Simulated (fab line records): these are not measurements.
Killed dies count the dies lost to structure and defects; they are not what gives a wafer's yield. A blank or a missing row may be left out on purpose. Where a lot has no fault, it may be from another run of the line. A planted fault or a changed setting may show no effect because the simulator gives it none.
fab line records ; flow n5-finfet
[record] lots = 7; wafers = 39
route steps=1938 shown DUMMY_GATE@228 SD_EPI_P@314
start-h: hours from the record's opening day to when the first of the lot's shown wafers began ; wait-h: hours since the lot's step before ; " same as the row above ; L1.1+2: a single row standing in for several wafers ; - value missing, or start not given ; * or withheld: withheld ; < > ~ a bound
route shown NAME@n: names a module that has steps shown in the file, with the first one's number in the route ; usual: mean/standard deviation taken from wafers without a fault ; same: alike in all rows ; chamber/n: place in a boat ; sites: per-site readings ; _std_site: standard deviation across them ; _edge_site: the outer-site mean with the inner-site mean subtracted ; radius-mm: for every site, how far away it sits from the centre of the wafer ; mask NAME#n: copy n ; behind: tool/chamber where the wafer was last shaped ; hold: reason for holding the lot/hours on hold/outcome of the hold ; device: which transistor (n, p or np) failed to switch ; end of line: the same wafers' tests at the end of the route ; step lacking rows: just its recipe ; killed: the dies lost at the first sort to structure and to defects; this is not the yield of the wafer ; map: the dies of a wafer, with x for killed, . for not killed, _ for no die there
set.NAME: the run value of the setting; set.NAME@STEP: its run value at that earlier step ; model.NAME: the simulator's own value behind a step, which no gauge read
lots with deliberately changed settings; one table per step, one row per wafer
[[steps]]
[step N5_DUMMY_GATE_EXPOSE_12]
[recipe] mask-id = GATE; na = 0.33; source-shape = annular; sigma-inner = 0.2; sigma-outer = 0.6; polarization = unpolarized; target-cd-nm = 25; dose-mj = 34
lot.wafer;tool;chamber;start-h;wait-h;mask;set.dose-mj
L074.1+5+6;euv-scanner-01;0;47.65;-;GATE#0;34
L074.2+3+4;euv-scanner-01;0;47.65;-;GATE#0;31.52
L075.1+2+3+4+5+6;euv-scanner-01;0;57.51;-;GATE#0;34
L081.1+3+4;euv-scanner-02;0;90.70;-;GATE#0;34
L081.2+5+6;euv-scanner-02;0;90.70;-;GATE#0;32.78
L080.1+2+5;euv-scanner-01;0;93.41;-;GATE#0;34
L080.3+4+6;euv-scanner-01;0;93.41;-;GATE#0;34.83
L086.1+2+5;euv-scanner-01;0;121.20;-;GATE#0;35.27
L086.3+4+6;euv-scanner-01;0;121.20;-;GATE#0;34
L091.1+4+5;euv-scanner-01;0;148.33;-;GATE#0;34
L097.1+2+5;euv-scanner-01;0;183.87;-;GATE#0;34.78
L097.3+4+6;euv-scanner-01;0;183.87;-;GATE#0;34
[step N5_DUMMY_GATE_PEB_13]
[recipe] peb-temp-c = 100; peb-time-s = 60; resist = CAR-EUV
[step N5_DUMMY_GATE_DEVELOP_14]
[recipe] develop-time-s = 30; developer = TMAH; resist = CAR-EUV; rinse-liquid = surfactant-rinse; dry = air-spin; dev-temp-c = 23
[step N5_DUMMY_GATE_CD_MEAS_15]
[recipe] target-cd-nm = 25.8; landing-energy-ev = 500; detector = se-inlens
[usual] cd-nm = 24.98/0.28
lot.wafer;tool;chamber;start-h;wait-h;set.dose-mj@DUMMY_GATE_EXPOSE_12;cd-nm
L074.1;cd-sem-01;0;47.78;-;34;24.86
L074.2;cd-sem-01;0;47.78;-;31.52;27.13
L074.3;cd-sem-01;0;47.78;-;31.52;26.37
L074.4;cd-sem-01;0;47.78;-;31.52;27.05
L074.5;cd-sem-01;0;47.78;-;34;25.21
L074.6;cd-sem-01;0;47.78;-;34;24.92
L075.1;cd-sem-03;0;57.63;-;34;25.09
L075.2;cd-sem-03;0;57.63;-;34;24.67
L075.3;cd-sem-03;0;57.63;-;34;24.74
L075.4;cd-sem-03;0;57.63;-;34;25.12
L075.5;cd-sem-03;0;57.63;-;34;24.99
L075.6;cd-sem-03;0;57.63;-;34;24.65
L081.1;cd-sem-02;0;90.83;-;34;24.66
L081.2;cd-sem-02;0;90.83;-;32.78;25.75
L081.3;cd-sem-02;0;90.83;-;34;24.67
L081.4;cd-sem-02;0;90.83;-;34;25.15
L081.5;cd-sem-02;0;90.83;-;32.78;25.38
L081.6;cd-sem-02;0;90.83;-;32.78;25.58
L080.1;cd-sem-01;0;93.54;-;34;25.29
L080.2;cd-sem-01;0;93.54;-;34;25.03
L080.3;cd-sem-01;0;93.54;-;34.83;24.41
L080.4;cd-sem-01;0;93.54;-;34.83;24.72
L080.5;cd-sem-01;0;93.54;-;34;24.74
L080.6;cd-sem-01;0;93.54;-;34.83;24.41
L086.1;cd-sem-03;0;121.33;-;35.27;24.02
L086.2;cd-sem-03;0;121.33;-;35.27;24.10
L086.3;cd-sem-03;0;121.33;-;34;24.60
L086.4;cd-sem-03;0;121.33;-;34;25.22
L086.5;cd-sem-03;0;121.33;-;35.27;24.41
L086.6;cd-sem-03;0;121.33;-;34;24.73
L091.1;cd-sem-02;0;148.45;-;34;25.31
L091.4;cd-sem-02;0;148.45;-;34;24.87
L091.5;cd-sem-02;0;148.45;-;34;25.31
L097.1;cd-sem-02;0;184.00;-;34.78;24.66
L097.2;cd-sem-02;0;184.00;-;34.78;24.95
L097.3;cd-sem-02;0;184.00;-;34;25.18
L097.4;cd-sem-02;0;184.00;-;34;25.67
L097.5;cd-sem-02;0;184.00;-;34.78;24.42
L097.6;cd-sem-02;0;184.00;-;34;25.11
[step N5_DUMMY_GATE_ETCH_32]
[recipe] chemistry = CF4; target = SiO2; target-depth-a = 35; time-s = 3.9; ion-energy-ev = 350; pressure-mtorr = 10; icp-w = 800; bias-w = 400; cf4-flow-sccm = 80
lot.wafer;tool;chamber;start-h;wait-h;set.time-s;model.etch.depth-nm
L074.1;rie-si-01;1;48.75;0.1;3.9;3.42
L074.2;rie-si-01;2;48.75;0.1;4.708;4.159
L074.3;rie-si-01;0;48.75;0.1;3.9;3.328
L074.4;rie-si-01;3;48.75;0.1;3.9;3.516
L074.5;rie-si-01;3;48.75;0.1;4.708;4.241
L074.6;rie-si-01;2;48.75;0.1;4.708;4.191
L075.1;rie-si-01;1;58.46;0.1;4.666;4.076
L075.2;rie-si-01;0;58.46;0.1;4.666;4.036
L075.3;rie-si-01;2;58.46;0.1;4.666;4.162
L075.4;rie-si-01;2;58.46;0.1;3.9;3.509
L075.5;rie-si-01;1;58.46;0.1;3.9;3.402
L075.6;rie-si-01;0;58.46;0.1;3.9;3.333
L081.1;rie-si-02;3;91.63;0.1;3.028;2.764
L081.2;rie-si-02;2;91.63;0.1;3.9;3.555
L081.3;rie-si-02;0;91.63;0.1;3.9;3.565
L081.4;rie-si-02;1;91.63;0.1;3.028;2.651
L081.5;rie-si-02;0;91.63;0.1;3.028;2.772
L081.6;rie-si-02;3;91.63;0.1;3.9;3.59
L080.1;rie-si-01;0;94.37;0.1;3.9;3.358
L080.2;rie-si-01;2;94.37;0.1;4.751;4.271
L080.3;rie-si-01;3;94.37;0.1;4.751;4.26
L080.4;rie-si-01;1;94.37;0.1;4.751;4.178
L080.5;rie-si-01;1;94.37;0.1;3.9;3.436
L080.6;rie-si-01;2;94.37;0.1;3.9;3.503
L086.1;rie-si-05;0;122.13;0.1;3.9;3.436
L086.2;rie-si-05;2;122.13;0.1;4.46;4.114
L086.3;rie-si-05;1;122.13;0.1;4.46;4.079
L086.4;rie-si-05;3;122.13;0.1;4.46;3.96
L086.5;rie-si-05;1;122.13;0.1;3.9;3.545
L086.6;rie-si-05;2;122.13;0.1;3.9;3.598
L091.1;rie-si-01;3;149.45;0.1;3.9;3.495
L091.4;rie-si-01;3;149.45;0.1;3.9;3.504
L091.5;rie-si-01;1;149.45;0.1;3.9;3.421
L097.1;rie-si-01;0;184.80;0.1;3.078;2.646
L097.2;rie-si-01;3;184.80;0.1;3.9;3.485
L097.3;rie-si-01;2;184.80;0.1;3.9;3.471
L097.4;rie-si-01;1;184.80;0.1;3.9;3.476
L097.5;rie-si-01;3;184.80;0.1;3.078;2.774
L097.6;rie-si-01;0;184.80;0.1;3.078;2.639
[step N5_DUMMY_GATE_ETCH_42]
[recipe] chemistry = CHF3/O2; target = SiO2; target-depth-a = 35; time-s = 31; ion-energy-ev = 30; bias-w = 12; pressure-mtorr = 30; source-w = 600; Ar_flow_sccm = 200; CHF3_flow_sccm = 50; O2_flow_sccm = 5
[usual] rf-vpp-V = 42.2/0.93
lot.wafer;tool;chamber;start-h;wait-h;set.bias-w;rf-vpp-V
L074.1;rie-diel-01;0;49.01;0.1;10.23;36.3
L074.2;rie-diel-01;1;49.01;0.1;12;41.6
L074.3;rie-diel-01;2;49.01;0.1;12;42.6
L074.4;rie-diel-01;3;49.01;0.1;10.23;37.7
L074.5;rie-diel-01;2;49.01;0.1;10.23;38.1
L074.6;rie-diel-01;1;49.01;0.1;12;42.8
L075.1;rie-diel-01;1;58.71;0.0;12;41.4
L075.2;rie-diel-01;3;58.71;0.0;12;43.0
L075.3;rie-diel-01;2;58.71;0.0;12;44.2
L075.4;rie-diel-01;0;58.71;0.0;12;41.3
L075.5;rie-diel-01;3;58.71;0.0;12;42.4
L075.6;rie-diel-01;2;58.71;0.0;12;42.8
L081.1;rie-diel-06;3;91.88;0.0;12;43.9
L081.2;rie-diel-06;0;91.88;0.0;12;42.0
L081.3;rie-diel-06;2;91.88;0.0;12;41.4
L081.4;rie-diel-06;0;91.88;0.0;12;40.9
L081.5;rie-diel-06;2;91.88;0.0;12;42.7
L081.6;rie-diel-06;3;91.88;0.0;12;42.5
L080.1;rie-diel-03;3;94.73;0.2;13.9;48.2
L080.2;rie-diel-03;2;94.73;0.2;12;44.1
L080.3;rie-diel-03;0;94.73;0.2;13.9;47.8
L080.4;rie-diel-03;1;94.73;0.2;12;43.4
L080.5;rie-diel-03;2;94.73;0.2;12;42.4
L080.6;rie-diel-03;3;94.73;0.2;13.9;47.3
L086.1;rie-diel-01;3;122.64;0.3;12;42.5
L086.2;rie-diel-01;2;122.64;0.3;12;42.3
L086.3;rie-diel-01;1;122.64;0.3;13.16;45.0
L086.4;rie-diel-01;3;122.64;0.3;12;43.2
L086.5;rie-diel-01;1;122.64;0.3;13.16;44.5
L086.6;rie-diel-01;2;122.64;0.3;13.16;44.9
L091.1;rie-diel-01;1;149.70;0.0;12;42.1
L091.4;rie-diel-01;3;149.70;0.0;12;42.8
L091.5;rie-diel-01;1;149.70;0.0;12;41.9
L097.1;rie-diel-03;3;185.05;0.0;13.63;47.5
L097.2;rie-diel-03;0;185.05;0.0;13.63;46.5
L097.3;rie-diel-03;2;185.05;0.0;12;41.2
L097.4;rie-diel-03;1;185.05;0.0;12;43.8
L097.5;rie-diel-03;1;185.05;0.0;12;44.5
L097.6;rie-diel-03;2;185.05;0.0;13.63;45.7
[step N5_SD_EPI_P_SD_RECESS_17]
[recipe] chemistry = HBr/Cl2/O2; target-depth-a = 391; bt-time-s = 3; pressure-mtorr = 10; icp-w = 800; bias-w = 112; HBr_flow_sccm = 150; Cl2_flow_sccm = 80; O2_flow_sccm = 12
lot.wafer;tool;chamber;start-h;wait-h;set.target-depth-a;model.SD_EPI_P.feature-depth-nm;model.etch.depth-nm
L074.1;rie-si-02;1;55.43;0.0;391;38.8;38.84
L074.2;rie-si-02;3;55.43;0.0;391;39.4;39.37
L074.3+6;rie-si-02;2,0;55.43;0.0;391;39.6;39.54
L074.4;rie-si-02;0;55.43;0.0;391;39.6;39.5
L074.5;rie-si-02;3;55.43;0.0;391;39.2;39.25
L075.1;rie-si-02;2;65.81;0.0;370.9;37.4;37.39
L075.2;rie-si-02;1;65.81;0.0;391;39;38.92
L075.3;rie-si-02;0;65.81;0.0;391;39.6;39.51
L075.4;rie-si-02;3;65.81;0.0;370.9;37.6;37.63
L075.5;rie-si-02;0;65.81;0.0;370.9;38;37.99
L075.6;rie-si-02;1;65.81;0.0;391;39;39
L081.1;rie-si-01;0;100.57;0.0;361.2;35;35.02
L081.2;rie-si-01;1;100.57;0.0;391;38.2;38.21
L081.3;rie-si-01;3;100.57;0.0;391;38.6;38.67
L081.4;rie-si-01;2;100.57;0.0;391;38.6;38.7
L081.5;rie-si-01;3;100.57;0.0;361.2;35.6;35.67
L081.6;rie-si-01;2;100.57;0.0;361.2;35.8;35.9
L080.1;rie-si-05;2;101.20;0.0;391;39.6;39.57
L080.2;rie-si-05;0;101.20;0.0;391;38.4;38.42
L080.3;rie-si-05;1;101.20;0.0;391;39;38.96
L080.4;rie-si-05;1;101.20;0.0;391;39;39.03
L080.5;rie-si-05;0;101.20;0.0;391;38.8;38.76
L080.6;rie-si-05;2;101.20;0.0;391;39.4;39.31
L086.1;rie-si-01;2;129.04;0.0;391;38.6;38.62
L086.2;rie-si-01;1;129.04;0.0;405.8;40;39.98
L086.3;rie-si-01;3;129.04;0.0;391;39;38.99
L086.4;rie-si-01;0;129.04;0.0;391;38.4;38.33
L086.5;rie-si-01;3;129.04;0.0;405.8;40.6;40.6
L086.6;rie-si-01;2;129.04;0.0;405.8;40;40.01
L091.1;rie-si-05;0;156.71;0.0;391;37.8;37.9
L091.4;rie-si-05;2;156.71;0.0;391;38.8;38.86
L091.5;rie-si-05;1;156.71;0.0;391;39;38.95
L097.1;rie-si-02;0;194.46;0.0;401.2;41.2;41.18
L097.2;rie-si-02;3;194.46;0.0;391;39.8;39.76
L097.3;rie-si-02;1;194.46;0.0;401.2;39.8;39.87
L097.4;rie-si-02;2;194.46;0.0;391;40.2;40.25
L097.5;rie-si-02;3;194.46;0.0;401.2;40.4;40.47
L097.6;rie-si-02;0;194.46;0.0;391;40;40.07
[[key]]
[split] step = N5_DUMMY_GATE_EXPOSE_12; setting = dose-mj; stated = 34; by = wafer
[response] step = N5_DUMMY_GATE_CD_MEAS_15; reading = cd-nm; change = -0.234; per = 1%; r = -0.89
[split] step = N5_DUMMY_GATE_ETCH_32; setting = time-s; stated = 3.9; by = wafer
[response] step = N5_DUMMY_GATE_ETCH_32; reading = model.etch.depth-nm; change = +0.0368; per = 1%; r = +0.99
[split] step = N5_DUMMY_GATE_ETCH_42; setting = bias-w; stated = 12; by = wafer
[response] step = N5_DUMMY_GATE_ETCH_42; reading = rf-vpp-V; change = +0.284; per = 1%; r = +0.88
[split] step = N5_SD_EPI_P_SD_RECESS_17; setting = target-depth-a; stated = 391; by = wafer
[response] step = N5_SD_EPI_P_SD_RECESS_17; reading = model.SD_EPI_P.feature-depth-nm; change = +0.357; per = 1%; r = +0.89
[response] step = N5_SD_EPI_P_SD_RECESS_17; reading = model.etch.depth-nm; change = +0.356; per = 1%; r = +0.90
